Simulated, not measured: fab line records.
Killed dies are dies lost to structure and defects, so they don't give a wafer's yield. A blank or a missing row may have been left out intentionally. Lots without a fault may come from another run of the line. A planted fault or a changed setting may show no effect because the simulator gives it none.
One fault seen from 2 desks    flow nand harc    what lay behind the numbers comes last; until then each desk has only its own

## THE TOOL OWNER'S DESK: litho track-04
The tool's own readings at NHARC_A_M1_PEB_07 (peb time 65 s): means of the sampled wafers that have a number, for each lot that ran on this tool. Any lot whose mean is over 4 standard deviations away from the usual mean is out of limits and marked OUT; that distance is given in the brackets.
Columns: A = heater power total W at NHARC_A_M1_PEB_07, usual 156.6 W; B = plate temp C at NHARC_A_M1_PEB_07, usual 99.98 C
lot   first seen here  A                 B
L976  day 23 02:46     156.5             100.03
L980  day 23 23:58     156.8             99.97
L987  day 27 21:50     156.9             99.94
L994  day 30 14:38     160.2 (+8.3) OUT  100.07
L997  day 32 00:55     158.3             99.96
This desk finds L994 out of limits, L994 being first, at day 30 14:38 (heater power total W at NHARC_A_M1_PEB_07). Within limits: L976, L980, L987, L997.

## FROM THE METROLOGY DESK
What the gauges read, lot by lot, whatever tool the lot ran on: means of the sampled wafers that have a number. Any lot whose mean is over 4 standard deviations away from the usual mean is out of limits and marked OUT; that distance is given in the brackets.
Columns: A = cd nm at NHARC_A_M1_CD_MEAS_09, usual 120.1 nm
lot   first seen here  A
L976  day 23 02:51     120.7
L977  day 23 05:56     120.8
L979  day 23 22:28     120.7
L980  day 24 00:03     120.1
L978  day 24 03:04     119.5
L981  day 24 14:29     120.9
L984  day 25 16:39     119.1
L987  day 27 21:55     120.1
L994  day 30 14:43     118.3
L997  day 32 00:59     119.5
L999  day 32 13:40     119.2
L998  day 33 08:41     119.2
This desk's finding: nothing out of limits on any of the 12 lots.

## ALL TOGETHER
At day 30 14:38, on L994, the tool owner's desk was in a position to raise an alarm.
Metrology desk: nothing out of limits seen.
The metrology desk holds a record of L994, inside its limits.
The lots listed all ran NHARC_A_M1_PEB_07 on litho track-04.

## WHAT THE SIMULATOR HAD PUT IN
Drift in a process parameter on litho track-04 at NHARC_A_M1_PEB_07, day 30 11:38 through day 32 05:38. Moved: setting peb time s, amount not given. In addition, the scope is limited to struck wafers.
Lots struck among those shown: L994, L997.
Each desk's first reading out of limits, in hours after the fault started: the tool owner's desk, 3.
